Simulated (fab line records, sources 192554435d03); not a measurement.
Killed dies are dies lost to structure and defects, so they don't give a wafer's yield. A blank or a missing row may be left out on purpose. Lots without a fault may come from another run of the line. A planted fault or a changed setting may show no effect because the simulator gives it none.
One fault seen from 2 desks | flow n5_finfet | each desk has only its own numbers; what lay behind them comes last

THE METROLOGY DESK
What the gauges read, lot by lot, whatever tool the lot ran on: means of the sampled wafers that have a number. A lot is out of limits, marked OUT, if its mean lies more than 4 standard deviations from the usual mean; the brackets give that distance. Of its 11 readings 7 are shown: those that lie furthest out on some lot.
Columns: A = DIBL_N at N5_BEOL_M4_RC_MEAS_101, usual 36.2 mV/V; B = DIBL_P at N5_BEOL_M4_RC_MEAS_101, usual 36.6 mV/V; C = IOFF_P at N5_BEOL_M4_RC_MEAS_101, usual 0.21 nA/um; D = ION_N at N5_BEOL_M4_RC_MEAS_101, usual 675 uA/um; E = ION_P at N5_BEOL_M4_RC_MEAS_101, usual 460 uA/um; F = VT_N at N5_BEOL_M4_RC_MEAS_101, usual 249 mV; G = VT_P at N5_BEOL_M4_RC_MEAS_101, usual -252 mV
lot  | first seen here | A    | B    | C    | D   | E   | F   | G
L738 | day 2 08:33     | 36.5 | 37.6 | 0.23 | 680 | 466 | 249 | -248
L739 | day 2 12:56     | 38.0 | 38.1 | 0.25 | 682 | 468 | 249 | -247
L746 | day 4 06:38     | 35.3 | 36.2 | 0.18 | 670 | 455 | 249 | -253
L753 | day 6 01:30     | 34.3 | 33.6 | 0.16 | 655 | 446 | 254 | -256
L754 | day 6 06:16     | 35.6 | 36.4 | 0.19 | 678 | 462 | 250 | -254
L760 | day 7 17:52     | 37.0 | 35.3 | 0.20 | 672 | 463 | 249 | -252
This desk's finding: nothing out of limits on any of the 6 lots.

THE TOOL OWNER'S DESK: rie_diel-06
The tool's own readings at N5_FIN_SAQP_ETCH_69 (etches SOC in N2/H2, stops on SiNx, target depth 150 nm): means of the sampled wafers that have a number, for each lot that ran on this tool. A lot is out of limits, marked OUT, if its mean lies more than 4 standard deviations from the usual mean; the brackets give that distance.
Columns: A = drypump_motor_current_A at N5_FIN_SAQP_ETCH_69, usual 5.4 A; B = oes_product_au at N5_FIN_SAQP_ETCH_69, usual 0.77 a.u.; C = rf_fwd_power_W at N5_FIN_SAQP_ETCH_69, usual 845 W; D = rf_vpp_V at N5_FIN_SAQP_ETCH_69, usual 240.4 V; E = showerhead_plenum_p_Torr at N5_FIN_SAQP_ETCH_69, usual 2.53 Torr; F = throttle_valve_pct at N5_FIN_SAQP_ETCH_69, usual 17.90 %
lot  | first seen here | A   | B    | C              | D                | E    | F
L739 | day 2 13:40     | 4.8 | 0.77 | 844            | 239.8            | 2.43 | 17.77
L746 | day 4 07:21     | 5.1 | 0.74 | 844            | 239.7            | 2.46 | 17.99
L753 | day 6 02:13     | 5.2 | 0.75 | 1015 (+57) OUT | 228.3 (-8.1) OUT | 2.50 | 17.96
L754 | day 6 06:59     | 4.8 | 0.71 | 1016 (+57) OUT | 227.7 (-8.4) OUT | 2.41 | 18.01
This desk's finding: out of limits on L753, L754; first on L753, day 6 02:13 (rf_fwd_power_W at N5_FIN_SAQP_ETCH_69). In limits: L739, L746.

PUT TOGETHER
The tool owner's desk could have raised an alarm at day 6 02:13, on L753, L754.
The metrology desk saw nothing out of limits.
The metrology desk has L753, L754 on record, within its limits.
Of the lots named, all ran N5_FIN_SAQP_ETCH_69 on rie_diel-06.

WHAT THE SIMULATOR HAD PUT IN
Process parameter drift: rie_diel-06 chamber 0, from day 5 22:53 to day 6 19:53, at N5_FIN_SAQP_ETCH_69. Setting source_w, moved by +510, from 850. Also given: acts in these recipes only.
Lots struck among those shown: L753, L754.
Hours from the fault's start to each desk's first reading out of limits: the tool owner's desk, 3.
